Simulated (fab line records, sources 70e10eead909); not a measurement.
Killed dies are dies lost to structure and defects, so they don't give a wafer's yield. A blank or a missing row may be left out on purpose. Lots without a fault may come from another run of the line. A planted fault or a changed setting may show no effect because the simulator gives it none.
Which tool did it? | flow nand_harc | 24 lots, 72 wafers sampled, at 5 steps of a route of 1302

WHAT THE GAUGES READ, wafer by wafer
NHARC_P_BONDPAD_THK_MEAS_20: measures by xrf. Usual: thk_nm 161.3 nm, standard deviation 1.9.
lot  | measured     | on            | thk_nm (nm)       | flag
L074 | day 6 23:00  | film_metro-01 | 158.5 161.6 161.6 |
L075 | day 7 00:34  | film_metro-01 | 161.5 161.4 159.1 |
L076 | day 7 10:43  | film_metro-02 | 164.0 161.4 161.3 |
L077 | day 8 02:43  | film_metro-02 | 164.0 161.2 160.4 |
L078 | day 8 03:59  | film_metro-01 | 162.3 164.1 163.5 |
L079 | day 8 14:37  | film_metro-02 | 164.3 162.5 160.7 |
L080 | day 9 07:31  | film_metro-02 | 157.8 162.7 163.0 |
L081 | day 9 14:17  | film_metro-01 | 161.9 161.0 161.7 |
L082 | day 10 00:08 | film_metro-02 | 159.6 161.4 160.2 |
L084 | day 10 16:41 | film_metro-01 | 161.9 157.1 157.2 |
L083 | day 10 18:09 | film_metro-01 | 160.6 161.5 159.1 |
L085 | day 11 10:22 | film_metro-02 | 160.7 163.0 163.4 |
L086 | day 11 15:09 | film_metro-02 | 161.7 161.9 163.7 |
L087 | day 11 21:32 | film_metro-01 | 161.7 162.5 159.9 |
L088 | day 12 15:19 | film_metro-02 | 163.2 162.3 164.1 |
L089 | day 12 21:13 | film_metro-01 | 158.8 161.9 161.3 |
L090 | day 13 12:02 | film_metro-02 | 158.6 159.9 161.6 |
L091 | day 14 02:22 | film_metro-01 | 158.9 161.4 161.5 |
L092 | day 14 14:13 | film_metro-02 | 158.0 164.5 162.8 |
L093 | day 14 20:05 | film_metro-01 | 162.1 160.7 162.3 |
L094 | day 15 00:19 | film_metro-01 | 162.1 161.0 159.0 |
L096 | day 15 12:37 | film_metro-01 | 161.8 161.0 159.2 |
L095 | day 15 13:25 | film_metro-01 | 161.5 159.7 161.4 |
L097 | day 16 05:41 | film_metro-01 | 164.8 161.1 162.3 |

NHARC_A_ZERO_WELL_CD_MEAS_10: target cd 2000 nm. Usual: cd_nm 2000 nm, standard deviation 3.5.
lot  | measured     | on        | cd_nm (nm)     | flag
L074 | day 7 00:23  | cd_sem-01 | 2000 1995 1999 |
L075 | day 7 02:08  | cd_sem-03 | 2003 2001 2002 |
L076 | day 7 12:16  | cd_sem-02 | 1998 1999 2000 |
L077 | day 8 04:08  | cd_sem-02 | 2001 2001 1995 |
L078 | day 8 05:23  | cd_sem-01 | 2000 2003 2000 |
L079 | day 8 16:10  | cd_sem-01 | 2003 2001 2003 |
L080 | day 9 08:55  | cd_sem-02 | 2004 2000 2001 |
L081 | day 9 15:41  | cd_sem-03 | 1998 1992 1996 |
L082 | day 10 01:39 | cd_sem-02 | 2000 2001 2003 |
L084 | day 10 18:07 | cd_sem-03 | 2003 2002 1998 |
L083 | day 10 19:41 | cd_sem-01 | 2002 1998 2001 |
L085 | day 11 11:53 | cd_sem-02 | 2003 2007 2005 |
L086 | day 11 16:34 | cd_sem-03 | 2000 2003 2001 |
L087 | day 11 23:04 | cd_sem-03 | 1998 1999 1995 |
L088 | day 12 16:49 | cd_sem-03 | 2001 2005 2002 |
L089 | day 12 22:46 | cd_sem-02 | 1994 1992 1990 |
L090 | day 13 13:35 | cd_sem-01 | 1999 2003 2005 |
L091 | day 14 03:53 | cd_sem-02 | 1993 1996 1995 |
L092 | day 14 15:45 | cd_sem-03 | 2006 2004 2001 |
L093 | day 14 21:28 | cd_sem-02 | 2000 1994 2000 |
L094 | day 15 01:49 | cd_sem-01 | 2002 2003 2003 |
L096 | day 15 13:59 | cd_sem-03 | 1995 1998 1998 |
L095 | day 15 14:56 | cd_sem-03 | 1998 2002 2000 |
L097 | day 16 07:11 | cd_sem-01 | 2004 2006 2000 |

NHARC_A_ONON_D1_THK_MEAS_18: measures by ellipsometry. Usual: thk_nm 999 nm, standard deviation 7.5.
lot  | measured     | on            | thk_nm (nm)    | flag
L074 | day 8 09:51  | film_metro-02 | 1016 1016 1016 |
L075 | day 8 09:52  | film_metro-01 | 997 995 996    |
L076 | day 8 20:47  | film_metro-01 | 993 991 991    |
L077 | day 9 14:41  | film_metro-01 | 1003 1006 1005 |
L078 | day 9 14:41  | film_metro-01 | 1001 1003 1001 |
L079 | day 10 04:40 | film_metro-02 | 991 991 990    |
L080 | day 11 00:57 | film_metro-01 | 1000 999 999   |
L081 | day 11 00:57 | film_metro-02 | 995 995 995    |
L082 | day 11 09:22 | film_metro-01 | 1005 1004 1005 |
L084 | day 12 02:12 | film_metro-02 | 1006 1005 1004 |
L083 | day 12 02:12 | film_metro-01 | 996 997 998    |
L085 | day 12 19:09 | film_metro-01 | 1013 1012 1013 |
L086 | day 13 02:26 | film_metro-01 | 992 993 991    |
L087 | day 13 10:17 | film_metro-02 | 1005 1007 1007 |
L088 | day 14 03:23 | film_metro-01 | 992 994 993    |
L089 | day 14 10:19 | film_metro-01 | 985 986 985    |
L090 | day 14 23:26 | film_metro-02 | 1000 1000 1002 |
L091 | day 15 21:01 | film_metro-02 | 989 992 991    |
L092 | day 15 21:07 | film_metro-01 | 997 996 995    |
L093 | day 16 06:02 | film_metro-01 | 1005 1004 1005 |
L094 | day 16 12:38 | film_metro-02 | 1006 1009 1006 |
L096 | day 16 22:22 | film_metro-01 | 1000 1001 1000 |
L095 | day 16 22:21 | film_metro-01 | 992 993 994    |
L097 | day 17 15:42 | film_metro-02 | 997 996 995    |

NHARC_A_CHANNEL_HOLE_D1_CD_MEAS_18. Usual: cd_nm 99 nm, standard deviation 3.1.
lot  | measured     | on        | cd_nm (nm)  | flag
L074 | day 8 16:34  | cd_sem-01 | 97 97 96    |
L075 | day 8 16:50  | cd_sem-02 | 101 104 104 |
L076 | day 9 06:27  | cd_sem-03 | 99 95 97    |
L077 | day 10 01:07 | cd_sem-01 | 100 95 100  |
L078 | day 9 23:19  | cd_sem-01 | 100 96 101  |
L079 | day 10 12:08 | cd_sem-01 | 99 94 93    |
L080 | day 11 10:26 | cd_sem-03 | 99 98 99    |
L081 | day 11 08:44 | cd_sem-03 | 96 100 99   |
L082 | day 11 21:51 | cd_sem-02 | 97 94 98    |
L084 | day 12 09:56 | cd_sem-02 | 100 97 100  |
L083 | day 12 11:43 | cd_sem-03 | 99 95 96    |
L085 | day 13 02:33 | cd_sem-01 | 102 100 101 |
L086 | day 13 09:14 | cd_sem-02 | 94 98 98    |
L087 | day 13 17:05 | cd_sem-02 | 103 100 102 |
L088 | day 14 10:49 | cd_sem-02 | 97 99 99    |
L089 | day 14 17:02 | cd_sem-02 | 101 100 102 |
L090 | day 15 06:25 | cd_sem-01 | 91 103 98   |
L091 | day 16 03:49 | cd_sem-01 | 103 98 104  |
L092 | day 16 04:41 | cd_sem-03 | 100 97 102  |
L093 | day 16 17:31 | cd_sem-03 | 98 106 103  |
L094 | day 17 02:47 | cd_sem-01 | 100 98 101  |
L096 | day 17 14:11 | cd_sem-01 | 101 101 97  |
L095 | day 17 14:16 | cd_sem-02 | 101 101 100 |
L097 | day 17 22:21 | cd_sem-01 | 100 105 100 |

WHICH TOOL RAN EACH LOT (tool, then ch and the chambers of the sampled wafers, then the start)
lot  | NHARC_A_CHANNEL_HOLE_D1_DEP_00
L074 | acl_dep-01 ch 0, day 8 13:05
L075 | acl_dep-03 ch 0, day 8 13:07
L076 | acl_dep-02 ch 0, day 9 02:00
L077 | acl_dep-02 ch 0, day 9 21:23
L078 | acl_dep-02 ch 0, day 9 19:48
L079 | acl_dep-03 ch 0, day 10 08:10
L080 | acl_dep-01 ch 0, day 11 06:52
L081 | acl_dep-03 ch 0, day 11 04:55
L082 | acl_dep-03 ch 0, day 11 17:52
L084 | acl_dep-02 ch 0, day 12 06:00
L083 | acl_dep-02 ch 0, day 12 07:55
L085 | acl_dep-03 ch 0, day 12 22:42
L086 | acl_dep-02 ch 0, day 13 05:20
L087 | acl_dep-01 ch 0, day 13 13:10
L088 | acl_dep-02 ch 0, day 14 06:50
L089 | acl_dep-03 ch 0, day 14 14:10
L090 | acl_dep-03 ch 0, day 15 02:58
L091 | acl_dep-03 ch 0, day 16 00:30
L092 | acl_dep-01 ch 0, day 16 00:33
L093 | acl_dep-02 ch 0, day 16 13:52
L094 | acl_dep-02 ch 0, day 16 22:52
L096 | acl_dep-03 ch 0, day 17 10:46
L095 | acl_dep-02 ch 0, day 17 10:21
L097 | acl_dep-01 ch 0, day 17 18:33
- NHARC_A_CHANNEL_HOLE_D1_DEP_00: deposits aC, target thk 3100 nm.

WHAT THE TOOLS THEMSELVES READ (means of the sampled wafers that have a number; where no wafer has one, the mark that the record gives instead)
NHARC_A_CHANNEL_HOLE_D1_DEP_00. Usual: throttle_valve_pct 35.000 %, standard deviation 0.0092.
lot  | tool       | throttle_valve_pct (%) | flag
L074 | acl_dep-01 | 35.010                 |
L075 | acl_dep-03 | 35.003                 |
L076 | acl_dep-02 | 34.994                 |
L077 | acl_dep-02 | 35.000                 |
L078 | acl_dep-02 | 35.000                 |
L079 | acl_dep-03 | 35.000                 |
L080 | acl_dep-01 | 35.005                 |
L081 | acl_dep-03 | 34.997                 |
L082 | acl_dep-03 | 34.992                 |
L084 | acl_dep-02 | 35.006                 |
L083 | acl_dep-02 | 34.990                 |
L085 | acl_dep-03 | 34.999                 |
L086 | acl_dep-02 | 34.999                 |
L087 | acl_dep-01 | 34.998                 |
L088 | acl_dep-02 | 34.999                 |
L089 | acl_dep-03 | 34.998                 |
L090 | acl_dep-03 | 35.002                 |
L091 | acl_dep-03 | 34.996                 |
L092 | acl_dep-01 | 34.996                 |
L093 | acl_dep-02 | 34.996                 |
L094 | acl_dep-02 | 35.002                 |
L096 | acl_dep-03 | 35.002                 |
L095 | acl_dep-02 | 34.994                 |
L097 | acl_dep-01 | 34.992                 |

THE ANSWER, worked out from the rows above alone
Rule: a lot is off if the mean of its wafers that have a number lies more than 3 standard deviations from the usual mean. A lot without any number at a reading at which 4 lots or more have one is off too. The other lots that the step has rows for count as sound. The gauges are gone through in route order, then the tools' own readings, and for those a lot's mean is taken as printed above. The first step at which some lot is off is used, and at that step the reading that is off furthest; a lot without a number counts as furthest.
No lot is off at any reading shown: from this, nothing can be told.

WHAT THE SIMULATOR HAD PUT IN
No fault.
